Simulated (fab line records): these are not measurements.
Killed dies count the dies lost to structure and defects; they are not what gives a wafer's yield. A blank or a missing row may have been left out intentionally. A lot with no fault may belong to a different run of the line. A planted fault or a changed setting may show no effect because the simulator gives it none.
2 desks, one fault | flow nand_harc | every desk sees just its own numbers, and what lay behind them comes last

## THE DEFECT DESK
Inspection counts along the route, by lot: the mean over sampled wafers that carry a number. Marked OUT: a lot whose mean sits more than 4 standard deviations from the usual mean, which makes it out of limits; the brackets give that distance.
Columns: A = raw_defect_count at NHARC_A_WL_FILL_INSPECT_15, usual 521; B = raw_defect_count at NHARC_A_CONTACT_INSPECT_44, usual 85
lot  | first seen here | A   | B
L858 | day 21 12:57    | 314 | 41
L857 | day 21 16:46    | 489 | 90
L861 | day 22 10:10    | 565 | 118
L860 | day 22 10:13    | 541 | 101
L862 | day 23 06:38    | 386 | 61
L864 | day 24 04:16    | 597 | 105
L865 | day 24 16:59    | 676 | 117
L867 | day 25 04:20    | 649 | 116
L875 | day 28 02:14    | 651 | 119
L874 | day 28 05:55    | 496 | 53
L877 | day 29 03:13    | 391 | 79
L878 | day 30 06:27    | 477 | 20
L880 | day 31 14:37    | 459 | 109
This desk's verdict: no lot among the 13 shows anything out of limits.

## DESK OF THE TOOL OWNER: rie_diel-03
The tool's own readings at NHARC_A_CONTACT_ETCH_48 (etches the open film in CF4, target depth 39 nm, time 65 s): means of the sampled wafers that have a number, for each lot that ran on this tool. Marked OUT: a lot whose mean sits more than 4 standard deviations from the usual mean, which makes it out of limits; the brackets give that distance.
Columns: A = drypump_motor_current_A at NHARC_A_CONTACT_ETCH_48, usual 5.7 A; B = oes_product_au at NHARC_A_CONTACT_ETCH_48, usual 1.003 a.u.; C = rf_vpp_V at NHARC_A_CONTACT_ETCH_48, usual 151.8 V; D = run_length_s at NHARC_A_CONTACT_ETCH_48, usual 86.3 s; E = showerhead_plenum_p_Torr at NHARC_A_CONTACT_ETCH_48, usual 1.80 Torr; F = throttle_valve_pct at NHARC_A_CONTACT_ETCH_48, usual 13.285 %
lot  | first seen here | A   | B     | C     | D               | E    | F
L857 | day 22 01:09    | 5.4 | 1.014 | 152.9 | 86.5            | 1.82 | 13.283
L860 | day 22 17:14    | 5.6 | 1.013 | 152.6 | 86.4            | 1.84 | 13.279
L862 | day 23 13:47    | 5.7 | 1.011 | 150.2 | 86.4            | 1.78 | 13.293
L864 | day 24 10:17    | 5.3 | 0.991 | 152.6 | 86.4            | 1.88 | 13.279
L865 | day 24 22:57    | 5.5 | 1.011 | 151.4 | 86.4            | 1.74 | 13.289
L867 | day 25 13:05    | 6.1 | 1.014 | 151.5 | 86.6            | 1.76 | 13.296
L875 | day 28 09:16    | 5.9 | 1.010 | 151.6 | 89.9 (+7.3) OUT | 1.79 | 13.283
L877 | day 29 12:27    | 5.9 | 1.011 | 151.6 | 93.6 (+15) OUT  | 1.79 | 13.275
This desk finds L875, L877 out of limits, L875 being first, at day 28 09:16 (run_length_s at NHARC_A_CONTACT_ETCH_48). L857, L860, L862, L864, L865, L867: within limits.

## BROUGHT TOGETHER
At day 28 09:16, on L875, L877, the tool owner's desk was in a position to raise an alarm.
Nothing the defect desk looked at was out of limits.
The defect desk has L875, L877 on record, within its limits.
NHARC_A_CONTACT_ETCH_48 was run on rie_diel-03 by each of the lots named.

## WHAT THE SIMULATOR PUT IN
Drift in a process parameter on rie_diel-03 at NHARC_A_CONTACT_ETCH_48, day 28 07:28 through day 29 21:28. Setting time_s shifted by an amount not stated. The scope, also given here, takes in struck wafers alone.
Struck lots among those shown: L875, L877.
Time in hours from fault onset to the first out-of-limits reading at each desk: the tool owner's desk, 2.
